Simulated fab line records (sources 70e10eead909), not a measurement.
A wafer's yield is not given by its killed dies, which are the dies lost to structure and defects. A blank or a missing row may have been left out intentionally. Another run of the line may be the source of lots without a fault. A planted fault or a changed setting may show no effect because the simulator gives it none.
Chamber matching :: flow nand harc :: rie diel-11 running NHARC_A_BLC_STRIP_29: 4 sister chambers
The step strips in CF4. 30 wafers are shown with their chamber, then 12 later ones without.

== WAFERS, EACH WITH ITS CHAMBER ==
wafer: L074.2
chamber: 2
drypump motor current A (A): 6.0
showerhead plenum p Torr (Torr): 1.86
rf vpp V (V): 59.0

wafer: L074.3
chamber: 3
drypump motor current A (A): 5.3
showerhead plenum p Torr (Torr): 1.73
rf vpp V (V): 59.4

wafer: L074.5
chamber: 2
drypump motor current A (A): 6.0
showerhead plenum p Torr (Torr): 1.86
rf vpp V (V): 61.2

wafer: L075.2
chamber: 0
drypump motor current A (A): 6.4
showerhead plenum p Torr (Torr): 1.70
rf vpp V (V): 58.4

wafer: L075.5
chamber: 2
drypump motor current A (A): 6.0
showerhead plenum p Torr (Torr): 1.86
rf vpp V (V): 61.1

wafer: L075.6
chamber: 1
drypump motor current A (A): 6.5
showerhead plenum p Torr (Torr): 1.79
rf vpp V (V): 59.8

wafer: L077.2
chamber: 3
drypump motor current A (A): 5.3
showerhead plenum p Torr (Torr): 1.73
rf vpp V (V): 58.0

wafer: L077.3
chamber: 0
drypump motor current A (A): 6.4
showerhead plenum p Torr (Torr): 1.70
rf vpp V (V): 57.6

wafer: L077.4
chamber: 1
drypump motor current A (A): 6.6
showerhead plenum p Torr (Torr): 1.79
rf vpp V (V): 60.5

wafer: L078.1
chamber: 0
drypump motor current A (A): 6.4
showerhead plenum p Torr (Torr): 1.70
rf vpp V (V): 58.6

wafer: L078.2
chamber: 3
drypump motor current A (A): 5.3
showerhead plenum p Torr (Torr): 1.73
rf vpp V (V): 58.7

wafer: L078.3
chamber: 2
drypump motor current A (A): 6.0
showerhead plenum p Torr (Torr): 1.86
rf vpp V (V): 60.9

wafer: L081.2
chamber: 0
drypump motor current A (A): 6.4
showerhead plenum p Torr (Torr): 1.70
rf vpp V (V): 60.8

wafer: L081.3
chamber: 3
drypump motor current A (A): 5.3
showerhead plenum p Torr (Torr): 1.73
rf vpp V (V): 57.8

wafer: L081.5
chamber: 0
drypump motor current A (A): 6.4
showerhead plenum p Torr (Torr): 1.70
rf vpp V (V): 59.4

wafer: L080.1
chamber: 1
drypump motor current A (A): 6.6
showerhead plenum p Torr (Torr): 1.78
rf vpp V (V): 58.0

wafer: L080.2
chamber: 0
drypump motor current A (A): 6.4
showerhead plenum p Torr (Torr): 1.70
rf vpp V (V): 59.4

wafer: L080.6
chamber: 3
drypump motor current A (A): 5.3
showerhead plenum p Torr (Torr): 1.73
rf vpp V (V): 59.4

wafer: L079.2
chamber: 1
drypump motor current A (A): 6.6
showerhead plenum p Torr (Torr): 1.78
rf vpp V (V): 58.8

wafer: L079.3
chamber: 2
drypump motor current A (A): 6.0
showerhead plenum p Torr (Torr): 1.85
rf vpp V (V): 60.3

wafer: L079.4
chamber: 0
drypump motor current A (A): 6.4
showerhead plenum p Torr (Torr): 1.70
rf vpp V (V): 60.3

wafer: L082.2
chamber: 3
drypump motor current A (A): 5.4
showerhead plenum p Torr (Torr): 1.73
rf vpp V (V): 58.3

wafer: L082.3
chamber: 1
drypump motor current A (A): 6.5
showerhead plenum p Torr (Torr): 1.78
rf vpp V (V): 60.0

wafer: L082.5
chamber: 2
drypump motor current A (A): 6.0
showerhead plenum p Torr (Torr): 1.85
rf vpp V (V): 59.6

wafer: L088.4
chamber: 1
drypump motor current A (A): 6.6
showerhead plenum p Torr (Torr): 1.78
rf vpp V (V): 59.2

wafer: L088.5
chamber: 0
drypump motor current A (A): 6.4
showerhead plenum p Torr (Torr): 1.70
rf vpp V (V): 60.7

wafer: L088.6
chamber: 1
drypump motor current A (A): 6.6
showerhead plenum p Torr (Torr): 1.78
rf vpp V (V): 60.2

wafer: L090.1
chamber: 3
drypump motor current A (A): 5.4
showerhead plenum p Torr (Torr): 1.72
rf vpp V (V): 57.5

wafer: L090.5
chamber: 0
drypump motor current A (A): 6.4
showerhead plenum p Torr (Torr): 1.70
rf vpp V (V): 57.9

wafer: L090.6
chamber: 3
drypump motor current A (A): 5.3
showerhead plenum p Torr (Torr): 1.72
rf vpp V (V): 60.6

SIGNATURES (averages over the wafers above)
reading: drypump motor current A
chamber 0: 6.400
chamber 1: 6.571
chamber 2: 6.000
chamber 3: 5.325
scatter within a chamber: 0.0336

reading: showerhead plenum p Torr
chamber 0: 1.7000
chamber 1: 1.7829
chamber 2: 1.8567
chamber 3: 1.7275
scatter within a chamber: 0.00405

reading: rf vpp V
chamber 0: 59.233
chamber 1: 59.500
chamber 2: 60.350
chamber 3: 58.712
scatter within a chamber: 1.03
Rule: a wafer's distance from a chamber is the root of the sum, over the readings, of the square of ((its reading less the chamber's mean) divided by the reading's scatter). The wafer belongs to the nearest chamber; if the next one is less than 2 further off, it can't be placed. The scatter is the square root of a quotient: the sum, over the shown wafers, of each reading's squared deviation from its chamber's mean, divided by wafers minus chambers.

== WAFERS WITH NO CHAMBER GIVEN ==
wafer: L089.1
drypump motor current A (A): 6.4
showerhead plenum p Torr (Torr): 1.70
rf vpp V (V): 59.1

wafer: L089.2
drypump motor current A (A): 6.0
showerhead plenum p Torr (Torr): 1.85
rf vpp V (V): 59.1

wafer: L089.3
drypump motor current A (A): 6.6
showerhead plenum p Torr (Torr): 1.78
rf vpp V (V): 59.6

wafer: L096.2
drypump motor current A (A): 6.6
showerhead plenum p Torr (Torr): 1.78
rf vpp V (V): 59.5

wafer: L096.3
drypump motor current A (A): 5.4
showerhead plenum p Torr (Torr): 1.72
rf vpp V (V): 58.7

wafer: L096.6
drypump motor current A (A): 5.4
showerhead plenum p Torr (Torr): 1.72
rf vpp V (V): 59.5

wafer: L097.1
drypump motor current A (A): 6.6
showerhead plenum p Torr (Torr): 1.78
rf vpp V (V): 59.7

wafer: L097.2
drypump motor current A (A): 6.4
showerhead plenum p Torr (Torr): 1.70
rf vpp V (V): 59.3

wafer: L097.4
drypump motor current A (A): 6.0
showerhead plenum p Torr (Torr): 1.85
rf vpp V (V): 60.6

wafer: L095.1
drypump motor current A (A): 5.3
showerhead plenum p Torr (Torr): 1.72
rf vpp V (V): 58.4

wafer: L095.2
drypump motor current A (A): 6.4
showerhead plenum p Torr (Torr): 1.70
rf vpp V (V): 58.9

wafer: L095.5
drypump motor current A (A): 5.3
showerhead plenum p Torr (Torr): 1.72
rf vpp V (V): 60.3

== CHAMBER TAKEN BY EACH ==
wafer: L089.1
from the rows above: 0
in truth: 0

wafer: L089.2
from the rows above: 2
in truth: 2

wafer: L089.3
from the rows above: 1
in truth: 1

wafer: L096.2
from the rows above: 1
in truth: 1

wafer: L096.3
from the rows above: 3
in truth: 3

wafer: L096.6
from the rows above: 3
in truth: 3

wafer: L097.1
from the rows above: 1
in truth: 1

wafer: L097.2
from the rows above: 0
in truth: 0

wafer: L097.4
from the rows above: 2
in truth: 2

wafer: L095.1
from the rows above: 3
in truth: 3

wafer: L095.2
from the rows above: 0
in truth: 0

wafer: L095.5
from the rows above: 3
in truth: 3
Correct placement for 12 of the 12. Left unplaced by these rows: 0. Wrongly placed: 0.
